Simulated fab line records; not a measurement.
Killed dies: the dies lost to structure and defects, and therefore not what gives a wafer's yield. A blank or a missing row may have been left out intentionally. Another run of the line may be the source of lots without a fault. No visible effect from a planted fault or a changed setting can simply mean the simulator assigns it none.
Lot-split experiment -- flow n5-finfet -- 39 wafers read from 7 lots, route of 1938 steps

SPLIT DETAILS
At N5_MOL_CONTACT_COAG_PRECLEAN_111 (cleans in NF3:NH3, afs cycles 1, time 20 s, sublimation time 60 s), the setting time-s was moved away from the recipe's 20 s on 18 of the 39 wafers read, by -57.8% to +44.8%. For the rest of the wafers, this setting stayed at what the recipe calls for.

FROM THE SPLIT TO THE READING: what the file shows between them, 9 steps
- N5_MOL_CONTACT_COAG_TI_SIL_19: material Ti, target thk 4.2 nm, time 15 s
- N5_MOL_CONTACT_COAG_ALD_20: deposits TiN, target thk 1.5 nm, pulse time 1 s, purge time 3 s
- N5_MOL_CONTACT_COAG_PRECLEAN_125: cleans in DIW, time 57.5 s
- N5_MOL_CONTACT_COAG_SRD_126: dry time 32 s
- N5_MOL_CONTACT_COAG_CMP_23: polishes, stops on SiO2, t overpolish 1.5 s, target thk 0 nm
- N5_MOL_CONTACT_COAG_WET_ETCH_26: target Co, target depth 13 nm
- N5_MOL_CONTACT_COAG_WET_ETCH_116: etches the open film in SC1-inhibited, target depth 4.6 nm, rinse time 30 s
- N5_MOL_CONTACT_COAG_ALD_27: deposits SiOC, target thk 17 nm, pulse time 1.5 s, time 2720 s
- N5_MOL_CONTACT_COAG_CMP_28: polishes, stops on SiNx, t overpolish 0.85 s, target thk 14.522 nm

THE READING
Values of MD_CAP_THK in nm from N5_MOL_CONTACT_COAG_THK_MEAS_29. Fault-free wafers of this fab line usually give 17.91 nm, standard deviation 0.076 nm.

wafer,"tool, chamber at the split","time-s as run, s",against the recipe,"MD_CAP_THK, nm",against lot-mates on the recipe
L075.1,"remote-plasma-02, 0",28.21,+41.1%,17.59,-0.25
L075.2,"remote-plasma-02, 0",28.21,+41.1%,17.57,-0.27
L075.3,"remote-plasma-02, 0",20,recipe,17.85,-
L075.4,"remote-plasma-02, 0",20,recipe,17.86,-
L075.5,"remote-plasma-02, 0",28.21,+41.1%,17.60,-0.24
L075.6,"remote-plasma-02, 0",20,recipe,17.81,-
L077.1,"remote-plasma-01, 0",20,recipe,17.96,-
L077.3,"remote-plasma-01, 0",20,recipe,17.86,-
L077.6,"remote-plasma-01, 0",20,recipe,17.85,-
L079.1,"remote-plasma-01, 0",28.97,+44.8%,17.64,-0.24
L079.2,"remote-plasma-01, 0",20,recipe,17.81,-
L079.3,"remote-plasma-01, 0",28.97,+44.8%,17.58,-0.30
L079.4,"remote-plasma-01, 0",20,recipe,17.92,-
L079.5,"remote-plasma-01, 0",28.97,+44.8%,17.59,-0.29
L079.6,"remote-plasma-01, 0",20,recipe,17.90,-
L083.1,"remote-plasma-02, 0",14.82,-25.9%,18.08,+0.14
L083.2,"remote-plasma-02, 0",20,recipe,17.92,-
L083.3,"remote-plasma-02, 0",14.82,-25.9%,18.10,+0.16
L083.4,"remote-plasma-02, 0",20,recipe,17.99,-
L083.5,"remote-plasma-02, 0",20,recipe,17.92,-
L083.6,"remote-plasma-02, 0",14.82,-25.9%,18.10,+0.16
L091.1,"remote-plasma-01, 0",20,recipe,18.01,-
L091.2,"remote-plasma-01, 0",20,recipe,17.92,-
L091.3,"remote-plasma-01, 0",9.253,-53.7%,18.36,+0.40
L091.4,"remote-plasma-01, 0",9.253,-53.7%,18.35,+0.39
L091.5,"remote-plasma-01, 0",20,recipe,17.95,-
L091.6,"remote-plasma-01, 0",9.253,-53.7%,18.22,+0.26
L092.1,"remote-plasma-02, 0",20,recipe,18.00,-
L092.2,"remote-plasma-02, 0",14.57,-27.1%,17.95,+0.04
L092.3,"remote-plasma-02, 0",20,recipe,17.92,-
L092.4,"remote-plasma-02, 0",14.57,-27.1%,18.12,+0.21
L092.5,"remote-plasma-02, 0",14.57,-27.1%,18.09,+0.18
L092.6,"remote-plasma-02, 0",20,recipe,17.80,-
L094.1,"remote-plasma-01, 1",8.441,-57.8%,18.26,+0.31
L094.2,"remote-plasma-01, 1",20,recipe,17.92,-
L094.3,"remote-plasma-01, 1",20,recipe,17.94,-
L094.4,"remote-plasma-01, 1",20,recipe,18.00,-
L094.5,"remote-plasma-01, 1",8.441,-57.8%,18.45,+0.50
L094.6,"remote-plasma-01, 1",8.441,-57.8%,18.36,+0.41

THE FIT
A straight line over all 39 wafers: MD_CAP_THK changes by -0.00734 nm for each +1% of time-s; r = -0.96; the points scatter about the line by 0.063 nm.
The same after taking each lot's own level away (the mean of its wafers on the recipe; 39 wafers): -0.0064 nm for each +1%; r = -0.96; scatter 0.053 nm.
That fit puts the effect of the largest move of time-s on the reading at 0.37 nm.
The lots' own levels span 17.840 to 17.960 nm, that is 1.6 times the standard deviation above.
So the lot-to-lot level changes the slope: the two fits differ.
Check: +0.379 nm against its lot-mates is what the line predicts for one of the wafers moved furthest among these (-57.8%) when that wafer is left out of the fit. Against them it came out at +0.307 nm.

THE WHOLE CHAIN: every reading that the file lists as answering this split, in the file's order
step,what it does,reading,change (the file's fit),r (the file's)
N5_MOL_CONTACT_COAG_PRECLEAN_111,"cleans in NF3:NH3, afs cycles 1, time 20 s, sublimation time 60 s","SiNx_of_SPACER0_ALD_07.thk-nm (the simulator's own value, which no gauge read)",-0.0091 nm for each +1% of the setting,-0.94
N5_MOL_CONTACT_COAG_PRECLEAN_111,"cleans in NF3:NH3, afs cycles 1, time 20 s, sublimation time 60 s","SiNx_of_GATE_CUT_SAC_CAP_01.thk-nm (the simulator's own value, which no gauge read)",-0.00652 nm for each +1% of the setting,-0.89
N5_MOL_CONTACT_COAG_CMP_23,"polishes, stops on SiO2, t overpolish 1.5 s, target thk 0 nm","SiNx_of_GATE_CUT_SAC_CAP_01.thk-nm (the simulator's own value, which no gauge read)",-0.00618 nm for each +1% of the setting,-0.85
N5_MOL_CONTACT_COAG_WET_ETCH_26,"target Co, target depth 13 nm","SiNx_of_GATE_CUT_SAC_CAP_01.thk-nm (the simulator's own value, which no gauge read)",-0.00716 nm for each +1% of the setting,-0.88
N5_MOL_CONTACT_COAG_WET_ETCH_116,"etches the open film in SC1-inhibited, target depth 4.6 nm, rinse time 30 s","SiNx_of_GATE_CUT_SAC_CAP_01.thk-nm (the simulator's own value, which no gauge read)",-0.0066 nm for each +1% of the setting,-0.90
N5_MOL_CONTACT_COAG_CMP_28,"polishes, stops on SiNx, t overpolish 0.85 s, target thk 14.522 nm","SiNx_of_GATE_CUT_SAC_CAP_01.thk-nm (the simulator's own value, which no gauge read)",-0.00526 nm for each +1% of the setting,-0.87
N5_MOL_CONTACT_COAG_THK_MEAS_29,,MD_CAP_THK,-0.00642 for each +1% of the setting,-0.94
N5_MOL_CONTACT_COAG_ETCH_47,"etches SiNx in CH3F/O2, stops on W, target depth 27 nm","MOL_CONTACT_COAG.feature-depth-nm (the simulator's own value, which no gauge read)",-0.00573 nm for each +1% of the setting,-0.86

FILE'S OWN FIT
MD_CAP_THK changes by -0.00642 nm for each +1% of time-s, r = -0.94.
